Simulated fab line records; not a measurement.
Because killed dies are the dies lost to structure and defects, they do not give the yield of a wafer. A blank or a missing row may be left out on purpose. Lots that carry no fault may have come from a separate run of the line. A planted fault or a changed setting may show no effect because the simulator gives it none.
Which tool was responsible?	flow n5Finfet	11 lots with 33 wafers sampled at 3 steps, on a route of 1938 steps

WHAT THE GAUGES SHOWED, per wafer
N5_BEOL_M9_THK_MEAS_01. Usual: M9_ILD_THK 266.7 nm, standard deviation 2.9.
lot	measured	on	M9_ILD_THK (nm)	flag
L566	day 10 06:53	filmMetro-01	271.6 267.4 272.6	
L567	day 10 16:37	filmMetro-02	267.4 272.6 271.0	
L568	day 10 16:47	filmMetro-01	262.1 265.8 265.7	
L572	day 11 17:31	filmMetro-02	263.0 271.3 267.0	
L573	day 12 03:28	filmMetro-02	269.9 272.2 268.7	
L574	day 12 13:03	filmMetro-01	267.4 268.0 272.7	
L580	day 13 15:47	filmMetro-02	263.1 265.4 267.0	
L583	day 14 01:38	filmMetro-02	262.3 267.6 270.3	
L584	day 14 17:02	filmMetro-02	266.9 266.8 267.1	
L589	day 15 13:23	filmMetro-01	269.5 269.5 268.8	
L588	day 15 23:40	filmMetro-02	263.8 266.5 265.7	

TOOL THAT RAN EACH LOT (tool first, then ch and the chambers of the sampled wafers, then the start)
lot	N5_BEOL_M8_DEP_56	N5_BEOL_M9_ILD_DEP_00
L566	pecvd-02 ch 0,2, day 10 06:09	pecvd-02 ch 0,1, day 10 06:17
L567	pecvd-03 ch 0,1, day 10 15:42	pecvd-03 ch 0,1,2, day 10 15:50
L568	pecvd-03 ch 0,1,2, day 10 15:59	pecvd-04 ch 0,1, day 10 16:07
L572	pecvd-02 ch 0,1, day 11 16:47	pecvd-03 ch 0,1,2, day 11 16:55
L573	pecvd-01 ch 1,2, day 12 02:45	pecvd-03 ch 1,2, day 12 02:53
L574	pecvd-02 ch 0,1,2, day 12 12:07	pecvd-03 ch 0,1, day 12 12:14
L580	pecvd-02 ch 0,1,2, day 13 15:04	pecvd-04 ch 0,2, day 13 15:11
L583	pecvd-01 ch 0,1,2, day 14 00:55	pecvd-02 ch 0,2, day 14 01:03
L584	pecvd-03 ch 0,1, day 14 15:50	pecvd-04 ch 0,1,2, day 14 15:58
L589	pecvd-01 ch 0,1,2, day 15 12:13	pecvd-04 ch 0,1,2, day 15 12:21
L588	pecvd-01 ch 0,1, day 15 22:56	pecvd-04 ch 1,2, day 15 23:04
- N5_BEOL_M8_DEP_56: deposits SiCN from 3MS/NH3, target thk 10 nm, time 17.5 s.
- N5_BEOL_M9_ILD_DEP_00: deposits SiCOH lowk from DEMS/porogen, target thk 308.51 nm, time 58 s.

WHAT THE TOOLS THEMSELVES READ (means of the sampled wafers that have a number; where no wafer has one, the mark that the record gives instead)
N5_BEOL_M8_DEP_56. Usual: rfFwdPowerW 200.0 W, standard deviation 1.1; showerheadPlenumPTorr 3.664 Torr, standard deviation 0.013; throttleValvePct 9.2 %, standard deviation 0.67.
lot	tool	rfFwdPowerW (W)	showerheadPlenumPTorr (Torr)	throttleValvePct (%)	flag
L566	pecvd-02	199.1	3.677	9.4	
L567	pecvd-03	198.8	3.659	9.3	
L568	pecvd-03	199.9	3.673	9.0	
L572	pecvd-02	200.3	3.665	9.6	
L573	pecvd-01	200.5	3.659	8.8	
L574	pecvd-02	200.3	3.670	9.2	
L580	pecvd-02	200.1	3.669	9.3	
L583	pecvd-01	199.8	3.649	9.3	
L584	pecvd-03	198.5	3.661	9.6	
L589	pecvd-01	199.9	3.644	9.1	
L588	pecvd-01	199.7	3.643	9.8	

N5_BEOL_M9_ILD_DEP_00. Usual: heaterPowerW 298 W, standard deviation 38; rfFwdPowerW 496.7 W, standard deviation 1.9; showerheadPlenumPTorr 5.739 Torr, standard deviation 0.015; susceptorTempC 300.01 C, standard deviation 0.22; throttleValvePct 13.7 %, standard deviation 0.97.
lot	tool	heaterPowerW (W)	rfFwdPowerW (W)	showerheadPlenumPTorr (Torr)	susceptorTempC (C)	throttleValvePct (%)	flag
L566	pecvd-02	293	496.5	5.741	299.93	14.7	
L567	pecvd-03	274	496.3	5.738	300.01	13.8	
L568	pecvd-04	244	496.1	5.741	299.69	13.4	
L572	pecvd-03	296	496.9	5.736	299.77	13.8	
L573	pecvd-03	318	496.8	5.757	297.99	13.3	OFF
L574	pecvd-03	288	494.9	5.746	297.94	14.8	OFF
L580	pecvd-04	334	497.9	5.726	299.84	13.1	
L583	pecvd-02	284	498.5	5.747	300.37	13.5	
L584	pecvd-04	289	495.9	5.741	299.89	13.0	
L589	pecvd-04	315	495.2	5.732	300.07	13.3	
L588	pecvd-04	303	497.5	5.726	299.96	12.9	

THE ANSWER, worked out from the rows above alone
Rule: lot off if the mean of its wafers having a number is beyond 3 standard deviations from the usual mean. Also off: a lot with no number at a reading for which 4 or more lots have one. Any other lot the step has rows for is counted as sound. First the gauges in route order, then the tools' own readings, where a lot's mean is used as printed above. At the first step where some lot is off, the reading lying furthest off is the one used; lots without a number count as furthest.
Off, at N5_BEOL_M9_ILD_DEP_00 on susceptorTempC: L573, L574.
If a tool, at that step or one of the process steps before it, ran each lot that is off and ran no sound lot following the first of them, it fits. One fits: N5_BEOL_M9_ILD_DEP_00 on pecvd-03. A fault onset in the window from L572 (day 11 16:55, its last sound lot) to L573 (day 12 02:53, its first lot off) fits.
The tool's own readings at N5_BEOL_M9_ILD_DEP_00 bear it out: on the lots that are off they differ by more than 5 times the standard deviation of the sound lots' means. susceptorTempC reads 297.97 C there against 299.95 C on the sound lots.

WHAT THE SIMULATOR HAD INSERTED
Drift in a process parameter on pecvd-03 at N5_BEOL_M9_ILD_DEP_00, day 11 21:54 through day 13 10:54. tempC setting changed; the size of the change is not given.
Lots struck among those shown: L573, L574. The rule given above showed the same thing.
